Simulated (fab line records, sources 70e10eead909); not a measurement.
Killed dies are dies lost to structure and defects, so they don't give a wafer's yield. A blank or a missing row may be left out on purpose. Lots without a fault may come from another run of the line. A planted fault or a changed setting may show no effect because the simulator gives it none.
A struck lot beside a sound one | flow nand_harc | 25 steps out of a route of 1302
Sound: wafers L203.1, L203.2, L203.6. Struck: wafers L189.2, L189.3, L189.6. The cause comes at the end.
At each step with rows: each side's tool, then ch and its chambers, then its first start. Under that, the readings that differ: sound wafers | struck wafers | difference of the means | sigmas: that difference in standard deviations of wafers without a fault.
alike: readings whose means differ by less than 2 such deviations, and words and numbers that are the same on both sides. not compared: withheld readings, readings that some wafer has no value for, bounds like >300 that may hide the same value, and numbers for which the record gives no deviation and whose values overlap.
The two part at a step that has a row with sigmas, a row that says differs or no value, or rows on one side only. Numbers that don't overlap but have no deviation are shown without sigmas and don't part them. A reading that every wafer of one side lacks parts them only if that side has two wafers or more.

NHARC_P_CONTACT_CD_MEAS_19:
  sound on cd_sem-03, day 13 19:09; struck on cd_sem-02, day 7 15:25
  alike: cd_nm
NHARC_P_CONTACT_STRIP_28: strips in O2.
  sound on rie_diel-09 ch 1,2,3, day 13 19:15; struck on rie_diel-04 ch 0,1, day 7 15:29
  alike: drypump_motor_current_A, oes_product_au, rf_vpp_V, showerhead_plenum_p_Torr, throttle_valve_pct
  not compared: rf_hours_counter_h
then, 1 step without rows for these wafers: NHARC_P_CONTACT_STRIP_29 (strips in post etch residue remover, time 1200 s).
NHARC_P_CONTACT_DEGAS_38: time 60 s.
  sound on pvd_sputter-03, day 13 19:52; struck on pvd_sputter-01, day 7 16:11
  alike: heater_power_w
then, 1 step without rows for these wafers: NHARC_P_CONTACT_PRE_CLEAN_39 (time 19.5 s).
NHARC_P_CONTACT_PVD_32: deposits Ti, target thk 5 nm, time 17.7 s.
  sound on pvd_sputter-03; struck on pvd_sputter-01
  alike: cathode_dc_power_W, throttle_valve_pct
NHARC_P_CONTACT_ALD_22: deposits TiN, target thk 3 nm, pulse time 1 s, ald cycles 150.
  sound on ald_metal-04 ch 1,2, day 13 20:07; struck on ald_metal-02 ch 0,2, day 7 16:25
  alike: heater_power_w, precursor_pulse_height_rel
then, 1 step without rows for these wafers: NHARC_P_CONTACT_CVD_23 (deposits W, target thk 200 nm, time 557 s).
NHARC_P_CONTACT_CMP_24: polishes, t overpolish 30 s, target thk 200 nm.
  sound on cmp-01 ch 0,1,3, day 13 21:01; struck on cmp-01 ch 2,3, day 7 17:16
  alike: motor_current_A, overpolish_run_s, slurry_flow_ml_min, time_to_endpoint_s
then, 1 step without rows for these wafers: NHARC_P_CONTACT_SRD_26.
NHARC_P_CONTACT_INSPECT_27:
  sound on defect_inspect-01, day 13 21:22; struck on defect_inspect-02, day 7 17:40
  alike: raw_defect_count
NHARC_P_M0_DEP_00: deposits SiOC, target thk 150 nm.
  sound on pecvd-01 ch 1,2, day 13 21:26; struck on pecvd-04 ch 0,2, day 7 17:47
  alike: rf_fwd_power_W
then, 9 steps without rows for these wafers: NHARC_P_M0_DEHYDRATE_01 (time 120 s); NHARC_P_M0_HMDS_02 (time 30 s); NHARC_P_M0_COAT_33 (time 65 s); NHARC_P_M0_COAT_03 (resist thk 90 nm); NHARC_P_M0_SOFTBAKE_04 (time 55 s); NHARC_P_M0_EBR_05; NHARC_P_M0_EXPOSE_06 (exposes mask P M0, target cd 90 nm); NHARC_P_M0_PEB_07 (peb time 65 s); NHARC_P_M0_DEVELOP_08 (develop time 35 s).
NHARC_P_M0_CD_MEAS_09: target cd 90 nm.
  sound on cd_sem-03 ch 0, day 13 22:16; struck on cd_sem-03 ch 0, day 7 18:34
  alike: cd_nm
NHARC_P_M0_OVL_MEAS_10: pitch 180 nm.
  sound on overlay-02, day 13 22:21; struck on overlay-01, day 7 18:39
  reading           | sound          | struck       | difference | sigmas
  overlay_x_nm (nm) | -1.3 -1.1 -1.5 | 0.5 -0.1 0.3 | +1.5       | +2
  alike: overlay_y_nm
NHARC_P_M0_INSPECT_11:
  sound on defect_inspect-02, day 13 22:23; struck on defect_inspect-01, day 7 18:52
  reading          | sound | struck      | difference | sigmas
  raw_defect_count | 2 5 6 | 394 406 369 | +385       | +99 or more
  not compared: hold
NHARC_END_SORT_01:
  the record has rows for the sound wafers here (prober-02 ch 0, day 32 06:27) and none for the struck ones

WHERE THEY PART
First at NHARC_P_M0_OVL_MEAS_10; last, within this record, at NHARC_END_SORT_01.

WHY: what the simulator had put in
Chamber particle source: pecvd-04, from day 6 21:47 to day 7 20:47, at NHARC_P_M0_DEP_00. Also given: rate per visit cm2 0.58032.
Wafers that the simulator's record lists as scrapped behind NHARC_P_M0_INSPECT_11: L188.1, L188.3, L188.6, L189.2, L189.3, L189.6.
